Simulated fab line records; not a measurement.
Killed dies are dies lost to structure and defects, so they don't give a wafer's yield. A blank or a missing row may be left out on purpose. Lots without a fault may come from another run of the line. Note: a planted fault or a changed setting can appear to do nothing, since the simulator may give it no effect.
fab line records	flow nand_harc
[record] lots = 6	wafers = 18	last_day = 24
route steps=1159 shown A_M1@1037 A_BONDPAD@1059 END@1159
lots untouched by any fault: they come from a run of this same line in which no faults occurred
start_h: the number of hours between the record's first day and the start of the first shown wafer of the lot	wait_h: time in hours since the lot's previous step	" the same as in the row above	L1.1+2: one row covering several wafers at once	- no value present, or no start provided	* or withheld: withheld	< > ~ a bound
route shown NAME@n: names a module that has steps shown in the file, with the first one's number in the route	usual: mean and standard deviation over wafers with no fault	same: alike in all rows	chamber/n: place in a boat	sites: per-site readings	_std_site: standard deviation of those values	_edge_site: mean of outer sites minus mean of inner sites	radius_mm: for every site, how far away it sits from the centre of the wafer	mask NAME#n: copy n	behind: the last tool/chamber to shape the wafer	hold: cause of the lot's hold/its duration in hours/its outcome	device: the n, p or np transistor that did not switch	end of line: tests run on the same wafers once the route is complete	a step given without rows: its recipe and nothing more	killed: not the wafer's yield, but the dies lost to structure and defects at the first sort	map: a wafer's dies, marking killed ones x, the rest . and places with no die _
set.NAME: the run value of the setting; set.NAME@STEP: its run value at that earlier step	model.NAME: the simulator's own value behind a step, which no gauge read
lots seen at some steps along the route; tables by step, rows by wafer
services: a tool's chamber out of use, with start hour (start_h, from the record's first day; less than 0 if before it), hours out, and reason
[[steps]]
[step NHARC_A_M1_OVL_MEAS_10]
[recipe] pitch_nm = 240
[usual] overlay_x_nm = 0.2/1.1	overlay_y_nm = 0.1/0.71
lot.wafer	tool	chamber	start_h	wait_h	overlay_x_nm	overlay_y_nm
L185.2	overlay-02	-	417.93	-	-1.3	0.6
L185.3	"	-	"	"	-1.7	0.9
L185.5	"	-	"	"	-1.5	0.6
L186.1	overlay-02	-	446.22	-	0.1	0.9
L186.3	"	-	"	"	0.9	1.2
L186.5	"	-	"	"	0.4	0.7
L188.3	overlay-02	-	469.51	-	0.9	0.6
L188.5	"	-	"	"	0.3	0.8
L188.6	"	-	"	"	1.2	0.9
L189.2	overlay-02	-	479.87	-	1.1	0.5
L189.4	"	-	"	"	1.1	0.7
L189.5	"	-	"	"	1.3	0.3
L193.3	overlay-01	-	482.63	-	0.7	0.4
L193.4	"	-	"	"	0.5	-0.1
L193.5	"	-	"	"	0.4	0.7
L197.2	overlay-01	-	512.95	-	-1.7	-0.2
L197.5	"	-	"	"	-2.1	0.4
L197.6	"	-	"	"	-2.4	0.4
[step NHARC_A_M1_INSPECT_11]
[usual] raw_defect_count = 32/15
lot.wafer	tool	chamber	start_h	wait_h	raw_defect_count
L185.2	defect_inspect-01	-	417.96	0.0	25
L185.3	"	-	"	"	24
L185.5	"	-	"	"	17
L186.1	defect_inspect-01	-	446.25	0.0	20
L186.3	"	-	"	"	13
L186.5	"	-	"	"	18
L188.3	defect_inspect-02	-	469.54	0.0	61
L188.5	"	-	"	"	40
L188.6	"	-	"	"	58
L189.2	defect_inspect-01	-	479.91	0.0	21
L189.4	"	-	"	"	11
L189.5	"	-	"	"	12
L193.3	defect_inspect-02	-	482.67	0.0	63
L193.4	"	-	"	"	44
L193.5	"	-	"	"	45
L197.2	defect_inspect-02	-	512.99	0.0	33
L197.5	"	-	"	"	34
L197.6	"	-	"	"	34
[step NHARC_A_M1_DESCUM_14]
[recipe] time_s = 3	o2_flow_sccm = 200	ar_flow_sccm = 0	bias_power_w = 0	chemistry = O2
[step NHARC_A_M1_ETCH_35]
[recipe] target_depth_a = 400	overetch_a = 120	time_s = 43.94	ion_energy_ev = 200	n2_flow_sccm = 150	h2_flow_sccm = 150	ar_flow_sccm = 0	rf_w = 400	bias_w = 150	chemistry = N2/H2
[usual] drypump_motor_current_A = 5.7/0.5	h2_flow_sccm = 150.0/0.46	oes_product_au = 1.000/0.01	rf_vpp_V = 431/3.3	showerhead_plenum_p_Torr = 2.06/0.12	throttle_valve_pct = 14.171/0.0096
[same] time_s = 43.94
lot.wafer	tool	chamber	start_h	wait_h	drypump_motor_current_A	h2_flow_sccm	oes_product_au	rf_hours_counter_h	rf_vpp_V	showerhead_plenum_p_Torr	throttle_valve_pct
L185.3	rie_diel-05	2	418.11	0.1	6.3	150.3	0.991	0.8	435	2.21	14.160
L185.2	"	0	"	"	6.6	150.1	0.995	1.9	433	2.13	14.158
L185.5	"	2	"	"	6.3	150.1	0.998	-	435	2.21	14.175
L186.1	rie_diel-07	0	446.40	0.1	5.2	150.0	0.996	2.4	431	2.03	14.155
L186.3	"	2	"	"	6.4	149.2	0.999	2.7	433	2.09	14.175
L186.5	"	3	"	"	6.1	150.5	0.998	-	427	1.94	14.190
L188.3	rie_diel-05	2	469.71	0.1	6.4	150.7	1.020	1.8	435	2.21	14.162
L188.6	"	3	"	"	5.2	150.1	0.998	-	435	2.19	14.170
L188.5	"	0	"	"	6.5	150.1	0.987	-	434	2.13	14.165
L189.2	rie_diel-11	1	480.06	0.1	5.6	149.7	0.994	6.3	428	1.89	14.168
L189.4	"	2	"	"	6.2	149.5	0.991	5.4	432	2.15	14.189
L189.5	"	1	"	"	5.6	149.9	0.997	-	428	1.89	14.173
L193.4	rie_diel-07	1	482.81	0.1	5.5	149.3	0.992	5.2	429	2.02	14.159
L193.3	"	2	"	"	6.3	150.3	0.993	5.0	432	2.09	14.158
L193.5	"	2	"	"	6.4	150.0	0.989	-	431	2.09	14.163
L197.2	rie_diel-11	0	513.15	0.1	5.3	150.8	1.004	8.1	432	2.16	14.177
L197.6	"	2	"	"	6.1	150.1	0.991	-	433	2.14	14.167
L197.5	"	3	"	"	5.3	151.0	1.006	-	428	1.91	14.181
[step NHARC_A_M1_ETCH_15]
[recipe] target_depth_a = 1825	time_s = 91.2	c4f8_flow_sccm = withheld	ar_flow_sccm = 400	rf_w = 600	bias_w = 300	chemistry = C4F8/Ar
[step NHARC_A_M1_CD_MEAS_16]
[usual] cd_nm = 120.5/0.78
lot.wafer	tool	chamber	start_h	wait_h	cd_nm
L185.2	cd_sem-01	-	418.33	-	120.5
L185.3	"	-	"	"	119.8
L185.5	"	-	"	"	121.3
L186.1	cd_sem-02	-	446.62	-	119.0
L186.3	"	-	"	"	119.1
L186.5	"	-	"	"	119.7
L188.3	cd_sem-03	-	469.91	-	120.9
L188.5	"	-	"	"	120.1
L188.6	"	-	"	"	121.0
L189.2	cd_sem-02	-	480.28	-	120.5
L189.4	"	-	"	"	121.8
L189.5	"	-	"	"	121.0
L193.3	cd_sem-02	-	483.04	-	119.4
L193.4	"	-	"	"	120.6
L193.5	"	-	"	"	120.2
L197.2	cd_sem-02	-	513.36	-	119.7
L197.5	"	-	"	"	120.5
L197.6	"	-	"	"	120.1
[step NHARC_A_M1_STRIP_18]
[recipe] power_w = 1000	n2_flow_sccm = 150	h2_flow_sccm = 150	ar_flow_sccm = 0	bias_w = 0	chemistry = N2/H2
[usual] drypump_motor_current_A = 5.7/0.58	h2_flow_sccm = 150.0/0.46	oes_product_au = 1.000/0.0084	rf_vpp_V = 90.9/1	showerhead_plenum_p_Torr = 2.08/0.11	throttle_valve_pct = 14.171/0.0091
lot.wafer	tool	chamber	start_h	wait_h	drypump_motor_current_A	h2_flow_sccm	oes_product_au	rf_hours_counter_h	rf_vpp_V	showerhead_plenum_p_Torr	throttle_valve_pct
L185.2	rie_diel-07	0	418.43	0.1	5.2	149.6	1.006	0.8	90.7	2.03	14.171
L185.3	"	1	"	"	5.5	149.9	0.995	0.6	90.4	2.02	14.171
L185.5	"	3	"	"	6.1	149.7	1.006	-	90.0	1.94	14.177
L186.3	rie_diel-07	0	446.72	0.1	5.2	149.9	0.994	2.5	91.1	2.03	14.166
L186.1	"	1	"	"	5.5	150.7	0.998	2.4	90.3	2.02	14.171
L186.5	"	0	"	"	5.2	150.0	0.995	-	90.9	2.03	14.163
L188.3	rie_diel-05	1	470.01	0.1	4.8	150.8	1.011	3.3	91.1	2.20	14.187
L188.5	"	0	"	"	6.5	149.5	1.003	-	91.5	2.13	14.163
L188.6	"	1	"	"	4.8	150.2	1.004	-	91.3	2.20	14.191
L189.2	rie_diel-07	1	480.35	0.1	5.5	150.0	0.986	5.1	89.0	2.02	14.170
L189.4	"	0	"	"	5.1	150.8	1.004	4.7	90.0	2.03	14.187
L189.5	"	1	"	"	5.5	150.5	0.990	-	90.9	2.02	14.148
L193.3	rie_diel-11	1	483.11	0.1	5.6	149.9	1.002	6.5	90.1	1.89	14.171
L193.4	"	3	"	"	5.3	150.0	1.008	5.6	89.7	1.92	14.168
L193.5	"	2	"	"	6.2	151.0	0.992	-	91.1	2.15	14.163
L197.2	rie_diel-05	1	513.47	0.1	4.8	150.0	0.998	4.7	92.1	2.20	14.162
L197.6	"	0	"	"	6.5	149.7	0.992	-	90.4	2.13	14.178
L197.5	"	1	"	"	4.8	149.9	0.997	-	91.8	2.20	14.169
[step NHARC_A_M1_ETCH_28]
[recipe] target_depth_a = 300	over_etch_frac = 0.3	time_s = 72.99	ion_energy_ev = 150	cf4_flow_sccm = 50	n2_flow_sccm = 100	ar_flow_sccm = 150	rf_w = 300	bias_w = 100	chemistry = CF4/N2
[step NHARC_A_M1_STRIP_19]
[recipe] time_s = 600	temp_c = 30	chemistry = post_etch_residue_remover
[step NHARC_A_M1_DEGAS_29]
[recipe] temp_c = 250	time_s = 60
[step NHARC_A_M1_PRE_CLEAN_30]
[recipe] time_s = 30	temp_c = 280	gas = H2/He
[step NHARC_A_M1_PVD_20]
[recipe] target_thk_a = 50	bias_v = 168.6	power_w = 15000	chamber_pressure_pa = 0.12	time_s = 8.06	substrate_temp_c = 50	material = TaN
[usual] chamber_pressure_pa = 0.12001/0.00023	substrate_temp_c = 50.01/0.11	throttle_valve_pct = 29.9/1.1
[same] time_s = 8.06
lot.wafer	tool	chamber	start_h	wait_h	chamber_pressure_pa	substrate_temp_c	throttle_valve_pct
L185.3	pvd_sputter-01	-	-	-	0.12055	49.90	30.2
L185.2	"	-	"	"	0.12003	50.01	30.1
L185.5	"	-	"	"	0.12031	49.75	30.1
L186.1	pvd_sputter-02	-	-	-	0.12041	50.01	29.2
L186.3	"	-	"	"	0.11977	50.05	30.2
L186.5	"	-	"	"	0.11978	49.99	31.7
L188.3	pvd_sputter-03	-	-	-	0.11994	50.01	29.7
L188.6	"	-	"	"	0.1201	50.05	27.7
L188.5	"	-	"	"	0.11984	50.06	29.7
L189.2	pvd_sputter-03	-	-	-	0.11979	50.09	27.5
L189.4	"	-	"	"	0.1202	50.20	30.2
L189.5	"	-	"	"	0.11977	49.82	27.5
L193.3	pvd_sputter-03	-	-	-	0.12044	49.87	29.8
L193.4	"	-	"	"	0.11991	50.14	29.8
L193.5	"	-	"	"	0.12022	49.78	29.9
L197.2	pvd_sputter-02	-	-	-	0.11976	49.99	30.3
L197.6	"	-	"	"	0.11995	50.01	29.1
L197.5	"	-	"	"	0.11985	49.99	31.3
[step NHARC_A_M1_PVD_21]
[recipe] target_thk_a = 300	chamber_pressure_pa = 5	power_w = 5000	substrate_temp_c = 30	time_s = 20.49	material = Cu
[usual] chamber_pressure_pa = 5.001/0.01	substrate_temp_c = 30.00/0.11	throttle_valve_pct = 29.9/1.1
lot.wafer	tool	chamber	start_h	wait_h	chamber_pressure_pa	substrate_temp_c	throttle_valve_pct
L185.3	pvd_sputter-01	-	419.27	-	5.010	29.97	30.3
L185.2	"	-	"	"	5.003	29.95	30.0
L185.5	"	-	"	"	4.988	30.13	30.1
L186.1	pvd_sputter-02	-	447.58	-	5.004	29.88	29.1
L186.3	"	-	"	"	5.001	30.08	31.6
L186.5	"	-	"	"	5.000	29.80	28.9
L188.3	pvd_sputter-03	-	470.87	-	5.008	29.88	29.7
L188.6	"	-	"	"	4.992	30.14	27.5
L188.5	"	-	"	"	5.010	29.75	29.8
L189.2	pvd_sputter-03	-	481.25	-	4.997	30.08	27.4
L189.4	"	-	"	"	5.025	30.04	29.7
L189.5	"	-	"	"	5.013	30.04	29.7
L193.4	pvd_sputter-03	-	484.00	-	5.019	30.08	27.7
L193.3	"	-	"	"	5.004	30.12	29.8
L193.5	"	-	"	"	5.001	29.86	29.9
L197.2	pvd_sputter-02	-	514.55	-	4.998	30.07	28.9
L197.6	"	-	"	"	4.997	30.04	30.1
L197.5	"	-	"	"	4.993	30.08	29.2
[step NHARC_A_M1_ECD_22]
[recipe] target_thk_a = 4000	bath_temp_c = 25	material = Cu
[step NHARC_A_M1_ANNEAL_31]
[recipe] temp_c = 225	time_s = 90
[usual] wafer_temp_C_max = 226.0/0.32
[same] time_s = 90
lot.wafer	tool	chamber	start_h	wait_h	wafer_temp_C_max
L185.2	rtp_anneal-01	0	419.83	-	226.0
L185.3	"	0	"	"	226.1
L185.5	"	0	"	"	226.7
L186.1	rtp_anneal-01	0	448.12	-	225.8
L186.3	"	0	"	"	225.9
L186.5	"	0	"	"	226.1
L188.3	rtp_anneal-01	0	471.51	-	226.1
L188.5	"	0	"	"	226.4
L188.6	"	0	"	"	226.0
L189.2	rtp_anneal-02	0	481.80	0.4	225.9
L189.4	"	0	"	"	225.8
L189.5	"	0	"	"	226.1
L193.3	rtp_anneal-01	0	484.61	-	226.5
L193.4	"	0	"	"	225.9
L193.5	"	0	"	"	226.2
L197.2	rtp_anneal-02	0	515.10	-	226.3
L197.5	"	0	"	"	226.1
L197.6	"	0	"	"	225.5
[step NHARC_A_M1_CMP_23]
[recipe] t_overpolish_s = 20	target_thk_nm = 154.34
[step NHARC_A_M1_SRD_25]
[step NHARC_A_M1_INSPECT_27]
[usual] raw_defect_count = 456/110
lot.wafer	tool	chamber	start_h	wait_h	raw_defect_count
L185.2	defect_inspect-01	-	420.60	0.0	393
L185.3	"	-	"	"	364
L185.5	"	-	"	"	421
L186.1	defect_inspect-02	-	448.93	0.0	535
L186.3	"	-	"	"	540
L186.5	"	-	"	"	506
L188.3	defect_inspect-02	-	472.23	0.0	378
L188.5	"	-	"	"	453
L188.6	"	-	"	"	415
L189.2	defect_inspect-01	-	482.61	0.0	424
L189.4	"	-	"	"	636
L189.5	"	-	"	"	436
L193.3	defect_inspect-01	-	485.32	0.0	452
L193.4	"	-	"	"	431
L193.5	"	-	"	"	521
L197.2	defect_inspect-02	-	515.87	0.0	415
L197.5	"	-	"	"	601
L197.6	"	-	"	"	405
[step NHARC_A_M1_PRE_CLEAN_32]
[recipe] time_s = 12	temp_c = 370	rf_power_w = 300	gas = NH3
[step NHARC_A_M1_DEP_33]
[recipe] target_thk_a = 300	temp_c = 370	target_thk_nm = 30	pressure_torr = 3	flow_sccm = 200	rf_w = 450	material = SiCN
[usual] heater_power_w = 567/120
lot.wafer	tool	chamber	start_h	wait_h	heater_power_w
L185.3	pecvd-04	1	420.84	0.1	794
L185.2	"	2	"	"	425
L185.5	"	1	"	"	796
L186.1	pecvd-02	2	449.12	0.1	472
L186.3	"	0	"	"	631
L186.5	"	0	"	"	639
L188.3	pecvd-04	0	472.42	0.1	376
L188.5	"	2	"	"	530
L188.6	"	1	"	"	784
L189.2	pecvd-02	2	482.75	0.1	413
L189.5	"	0	"	"	567
L189.4	"	1	"	"	620
L193.3	pecvd-04	1	485.51	0.1	813
L193.4	"	0	"	"	450
L193.5	"	2	"	"	531
L197.2	pecvd-01	2	516.01	0.1	641
L197.6	"	2	"	"	649
L197.5	"	1	"	"	511
[step NHARC_A_BONDPAD_DEP_00]
[recipe] target_thk_a = 2500	temp_c = 370	target_thk_nm = 250	pressure_torr = 3	flow_sccm = 200	rf_w = 450	material = SiCN
[step NHARC_A_BONDPAD_CMP_29]
[recipe] target_thk_nm = 200	material = SiCN
[step NHARC_A_BONDPAD_THK_MEAS_30]
[recipe] thk_meas_gauge = ellipsometry
[usual] thk_nm = 200.3/1.6
lot.wafer	tool	chamber	start_h	wait_h	thk_nm
L185.2	film_metro-02	-	422.01	0.2	201.5
L185.3	"	-	"	"	203.1
L185.5	"	-	"	"	201.6
L186.1	film_metro-02	-	450.31	0.1	199.8
L186.3	"	-	"	"	202.2
L186.5	"	-	"	"	199.8
L188.3	film_metro-01	-	473.58	0.2	202.4
L188.5	"	-	"	"	203.8
L188.6	"	-	"	"	199.6
L189.4	film_metro-02	-	483.97	0.2	197.3
L189.5	"	-	"	"	197.8
L193.3	film_metro-02	-	486.67	0.2	199.8
L193.5	"	-	"	"	199.3
L197.2	film_metro-01	-	517.33	0.2	201.4
L197.5	"	-	"	"	198.4
L197.6	"	-	"	"	201.0
[step NHARC_A_BONDPAD_SRD_31]
[step NHARC_A_BONDPAD_DEHYDRATE_01]
[recipe] temp_c = 150	time_s = 120
[step NHARC_A_BONDPAD_HMDS_02]
[recipe] time_s = 30
[step NHARC_A_BONDPAD_COAT_33]
[recipe] temp_c = 200	time_s = 65
[step NHARC_A_BONDPAD_COAT_03]
[recipe] spin_rpm = 2000	resist_thk_nm = 600
[step NHARC_A_BONDPAD_SOFTBAKE_04]
[recipe] temp_c = 125	time_s = 70
[step NHARC_A_BONDPAD_EBR_05]
[step NHARC_A_BONDPAD_EXPOSE_06]
[recipe] na = 0.55	dose_mj = 36.99	mask_id = A_BPAD
[step NHARC_A_BONDPAD_PEB_07]
[recipe] peb_temp_c = 128	peb_time_s = 80
[step NHARC_A_BONDPAD_DEVELOP_08]
[recipe] time_s = 50	dev_temp_c = 22
[step NHARC_A_BONDPAD_CD_MEAS_09]
[recipe] target_cd_nm = 500	landing_energy_ev = 500
[usual] cd_nm = 499.7/2
lot.wafer	tool	chamber	start_h	wait_h	cd_nm
L185.2	cd_sem-02	0	422.46	-	499.7
L185.3	"	0	"	"	501.4
L185.5	"	0	"	"	496.9
L186.1	cd_sem-01	0	450.75	-	500.1
L186.3	"	0	"	"	495.4
L186.5	"	0	"	"	500.6
L188.3	cd_sem-01	0	474.15	-	500.2
L188.5	"	0	"	"	499.9
L188.6	"	0	"	"	499.4
L189.4	cd_sem-01	0	484.54	-	500.1
L189.5	"	0	"	"	499.9
L193.3	cd_sem-01	0	487.24	-	497.2
L193.5	"	0	"	"	497.5
L197.2	cd_sem-02	0	517.91	-	499.3
L197.5	"	0	"	"	499.3
L197.6	"	0	"	"	497.8
[step NHARC_A_BONDPAD_OVL_MEAS_35]
[usual] overlay_x_nm = 0/6.9	overlay_y_nm = 0/5.3
lot.wafer	tool	chamber	start_h	wait_h	overlay_x_nm	overlay_y_nm
L185.2	overlay-01	-	422.55	-	-8	3
L185.3	"	-	"	"	-8	4
L185.5	"	-	"	"	-8	3
L186.1	overlay-02	-	450.84	-	-6	1
L186.3	"	-	"	"	-6	1
L186.5	"	-	"	"	-6	2
L188.3	overlay-01	-	474.24	-	1	6
L188.5	"	-	"	"	1	5
L188.6	"	-	"	"	1	6
L189.4	overlay-02	-	484.62	-	6	-5
L189.5	"	-	"	"	6	-5
L193.3	overlay-01	-	487.33	-	-6	-1
L193.5	"	-	"	"	-5	-1
L197.2	overlay-02	-	518.01	-	7	7
L197.5	"	-	"	"	7	8
L197.6	"	-	"	"	7	7
[step NHARC_A_BONDPAD_HARDBAKE_10]
[recipe] temp_c = 118	time_s = 65
[step NHARC_A_BONDPAD_DESCUM_11]
[recipe] time_s = 3	o2_flow_sccm = 200	ar_flow_sccm = 0	bias_power_w = 0	chemistry = O2
[step NHARC_A_BONDPAD_ETCH_34]
[recipe] target_depth_a = 600	overetch_a = 180	time_s = 65.91	ion_energy_ev = 200	n2_flow_sccm = 150	h2_flow_sccm = 150	ar_flow_sccm = 0	rf_w = 400	bias_w = 150	chemistry = N2/H2
[step NHARC_A_BONDPAD_ETCH_12]
[recipe] target_depth_a = 2200	time_s = 110	chf3_flow_sccm = 50	o2_flow_sccm = 10	ar_flow_sccm = 200	rf_w = 500	bias_w = 200	chemistry = CHF3/O2
[step NHARC_A_BONDPAD_CD_MEAS_13]
[usual] cd_nm = 499.2/2.1
lot.wafer	tool	chamber	start_h	wait_h	cd_nm
L185.2	cd_sem-03	-	422.99	-	499.2
L185.3	"	-	"	"	501.1
L185.5	"	-	"	"	498.0
L186.1	cd_sem-02	-	451.29	-	498.8
L186.3	"	-	"	"	495.3
L186.5	"	-	"	"	500.5
L188.3	cd_sem-03	-	474.74	-	500.8
L188.5	"	-	"	"	500.2
L188.6	"	-	"	"	499.0
L189.4	cd_sem-01	-	485.11	-	499.1
L189.5	"	-	"	"	498.9
L193.3	cd_sem-01	-	487.77	-	496.7
L193.5	"	-	"	"	497.3
L197.2	cd_sem-03	-	518.45	-	498.2
L197.5	"	-	"	"	498.3
L197.6	"	-	"	"	497.9
[step NHARC_END_SORT_01]
[recipe] temp_c = 25
[usual] defect_limited_yield = 95.6/1.6	killed_at_array = 26/11	killed_at_other = 0.4/0.78	killed_at_periphery = 3.4/2.4	killed_dies = 29/11	killed_open = 3.1/1.9	killed_short = 1.9/1.4	sort_bin_2_pct = 1.3/0.63	sort_bin_3_pct = 0.20/0.18	sort_bin_4_pct = 2.8/1.1	sort_n_pass = 648/11	sort_rim_yield_pct = 95/3.4	sort_yield_pct = 95.6/1.6
[same] gross_dies = 677	sort_bin_5_pct[%] = 0	sort_bin_6_pct[%] = 0	sort_bin_7_pct[%] = 0	sort_bin_8_pct[%] = 0	sort_rim_n_gross = 106.00
lot.wafer	tool	chamber	start_h	wait_h	defect_limited_yield[%]	killed_at_array	killed_at_other	killed_at_periphery	killed_dies	killed_open	killed_short	sort_bin_2_pct[%]	sort_bin_3_pct[%]	sort_bin_4_pct[%]	sort_n_pass	sort_rim_yield_pct[%]	sort_yield_pct[%]
L189.2	prober-02	0	560.94	2.8	0	672	0	5	677	4	2	97.9	0.44	1.6	0	0	0
L193.4	prober-01	0	562.37	3.3	0	668	3	6	677	4	2	95.6	0.74	3.7	0	0	0
L197.2	prober-02	0	584.35	2.8	94.2	33	1	5	39	8	2	1.8	0	4.0	638	92	94.2
L197.5	prober-02	0	586.73	3.7	95.3	29	1	2	32	4	2	1.6	0.59	2.5	645	94	95.3
L197.6	prober-02	0	587.52	4.0	94.7	30	1	5	36	3	2	1.2	0.15	4.0	641	97	94.7
// killed by level:class
L189.2 A_M1:area_pvd=655 A_CONTACT:chamber_film_flake=5 A_CHANNEL_HOLE_D1:chamber_film_flake=4 A_WL_FILL:chamber_film_flake=3 P_CONTACT:geometric_particle:open=1 P_M0:geometric_particle:open=1 P_M1:geometric_particle:open=1 A_ONON_D1:geometric_particle:short=1
L193.4 A_M1:area_pvd=634 A_SLIT:chamber_film_flake=14 A_CHANNEL_HOLE_D1:chamber_film_flake=10 A_CONTACT:chamber_film_flake=5 HYBRID_BOND:chamber_film_flake=3 P_M0:geometric_particle:short=2 A_CONTACT:geometric_particle:open=2 A_WL_FILL:chamber_film_flake=2
L197.2 A_CHANNEL_HOLE_D1:chamber_film_flake=18 A_CONTACT:chamber_film_flake=4 A_CONTACT:geometric_particle:open=3 A_ONON_D1:geometric_particle:short=2 P_M2:chamber_film_flake=2 A_BLC:chamber_film_flake=2 P_M0:geometric_particle:open=1 P_M2:geometric_particle:open=1
L197.5 A_CHANNEL_HOLE_D1:chamber_film_flake=17 A_CONTACT:chamber_film_flake=5 A_SOURCE_PLATE:geometric_particle:short=2 A_CHANNEL_FILL_D1:geometric_particle:open=1 A_WL_FILL:geometric_particle:open=1 A_CONTACT:geometric_particle:open=1 A_M1:geometric_particle:open=1 P_GATE:chamber_film_flake=1
L197.6 A_CHANNEL_HOLE_D1:chamber_film_flake=20 P_M2:chamber_film_flake=4 A_SLIT:chamber_film_flake=2 A_CONTACT:chamber_film_flake=2 A_CHANNEL_FILL_D1:geometric_particle:short=1 A_SGD_CUT:geometric_particle:short=1 A_SGD_CUT:geometric_particle:open=1 A_CONTACT:geometric_particle:open=1
// map L189.2 (x killed, . not)
____________x____________
_________xxxxxxx_________
_______xxxxxxxxxxx_______
______xxxxxxxxxxxxx______
_____xxxxxxxxxxxxxxx_____
____xxxxxxxxxxxxxxxxx____
____xxxxxxxxxxxxxxxxx____
___xxxxxxxxxxxxxxxxxxx___
___xxxxxxxxxxxxxxxxxxx___
__xxxxxxxxxxxxxxxxxxxxx__
__xxxxxxxxxxxxxxxxxxxxx__
_xxxxxxxxxxxxxxxxxxxxxxx_
_xxxxxxxxxxxxxxxxxxxxxxx_
_xxxxxxxxxxxxxxxxxxxxxxx_
_xxxxxxxxxxxxxxxxxxxxxxx_
_xxxxxxxxxxxxxxxxxxxxxxx_
xxxxxxxxxxxxxxxxxxxxxxxxx
xxxxxxxxxxxxxxxxxxxxxxxxx
xxxxxxxxxxxxxxxxxxxxxxxxx
xxxxxxxxxxxxxxxxxxxxxxxxx
xxxxxxxxxxxxxxxxxxxxxxxxx
_xxxxxxxxxxxxxxxxxxxxxxx_
_xxxxxxxxxxxxxxxxxxxxxxx_
_xxxxxxxxxxxxxxxxxxxxxxx_
_xxxxxxxxxxxxxxxxxxxxxxx_
_xxxxxxxxxxxxxxxxxxxxxxx_
__xxxxxxxxxxxxxxxxxxxxx__
__xxxxxxxxxxxxxxxxxxxxx__
___xxxxxxxxxxxxxxxxxxx___
___xxxxxxxxxxxxxxxxxxx___
____xxxxxxxxxxxxxxxxx____
____xxxxxxxxxxxxxxxxx____
_____xxxxxxxxxxxxxxx_____
______xxxxxxxxxxxxx______
_______xxxxxxxxxxx_______
_________xxxxxxx_________
____________x____________
// map L193.4 (x killed, . not)
____________x____________
_________xxxxxxx_________
_______xxxxxxxxxxx_______
______xxxxxxxxxxxxx______
_____xxxxxxxxxxxxxxx_____
____xxxxxxxxxxxxxxxxx____
____xxxxxxxxxxxxxxxxx____
___xxxxxxxxxxxxxxxxxxx___
___xxxxxxxxxxxxxxxxxxx___
__xxxxxxxxxxxxxxxxxxxxx__
__xxxxxxxxxxxxxxxxxxxxx__
_xxxxxxxxxxxxxxxxxxxxxxx_
_xxxxxxxxxxxxxxxxxxxxxxx_
_xxxxxxxxxxxxxxxxxxxxxxx_
_xxxxxxxxxxxxxxxxxxxxxxx_
_xxxxxxxxxxxxxxxxxxxxxxx_
xxxxxxxxxxxxxxxxxxxxxxxxx
xxxxxxxxxxxxxxxxxxxxxxxxx
xxxxxxxxxxxxxxxxxxxxxxxxx
xxxxxxxxxxxxxxxxxxxxxxxxx
xxxxxxxxxxxxxxxxxxxxxxxxx
_xxxxxxxxxxxxxxxxxxxxxxx_
_xxxxxxxxxxxxxxxxxxxxxxx_
_xxxxxxxxxxxxxxxxxxxxxxx_
_xxxxxxxxxxxxxxxxxxxxxxx_
_xxxxxxxxxxxxxxxxxxxxxxx_
__xxxxxxxxxxxxxxxxxxxxx__
__xxxxxxxxxxxxxxxxxxxxx__
___xxxxxxxxxxxxxxxxxxx___
___xxxxxxxxxxxxxxxxxxx___
____xxxxxxxxxxxxxxxxx____
____xxxxxxxxxxxxxxxxx____
_____xxxxxxxxxxxxxxx_____
______xxxxxxxxxxxxx______
_______xxxxxxxxxxx_______
_________xxxxxxx_________
____________x____________
[[services]]
tool	chamber	start_h	hours	kind
pecvd-01	2	404.77	5.3	repair
rie_diel-05	2	405.03	1.8	repair
rie_diel-07	-	405.20	9.0	pm
rie_diel-07	0	405.20	9.0	vent_cycle
rie_diel-07	1	405.20	9.0	vent_cycle
rie_diel-07	2	405.20	9.0	vent_cycle
rie_diel-07	3	405.20	9.0	vent_cycle
pvd_sputter-01	-	408.67	0.8	repair
rie_diel-11	0	409.98	2.8	repair
pecvd-01	-	418.35	13.0	pm
rie_diel-05	1	421.10	2.6	repair
rie_diel-05	3	430.96	18.6	repair
pvd_sputter-01	-	432.53	90.5	repair
rie_diel-05	1	439.67	4.6	repair
pecvd-01	-	442.65	0.6	repair
rie_diel-07	2	446.96	3.5	repair
rie_diel-07	0	451.34	10.0	repair
rie_diel-07	-	468.73	0.9	repair
pecvd-01	2	470.39	4.3	repair
rie_diel-07	1	484.84	18.3	repair
pvd_sputter-03	-	496.82	10.0	pm
pecvd-01	1	501.68	5.0	repair
rie_diel-11	3	507.58	1.8	repair
pecvd-02	-	515.28	13.0	pm
[[key]]
[first_sign] step = NHARC_END_SORT_01	reading = sort_bin_2_pct	direction = up	sigmas = 99+	usual = 1.3	struck = 96.8
[effect] step = NHARC_END_SORT_01	reading = killed_at_array	direction = up	sigmas = 61	usual = 26	struck = 670
[more_kills_born_at] NHARC_A_M1_PVD_21@pvd_sputter-03 = 1289
met_at NHARC_A_M1_PVD_21
struck_wafers L189.2,L193.4
later_rows_left_out L189.2,L193.4
onset_between 470.87 481.25
[fault] kind = process_parameter_drift	tool = pvd_sputter-03	chamber = -	onset_h = 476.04	steps = NHARC_A_M1_PVD_21	channel = target_thk_a	offset = *	shape = step	end_h = 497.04	acts_in = *	stated = *	scope = struck_wafers_only
// later_rows_left_out: the simulator's readings of these wafers behind a module that went badly wrong aren't trusted and aren't shown, but for the sort
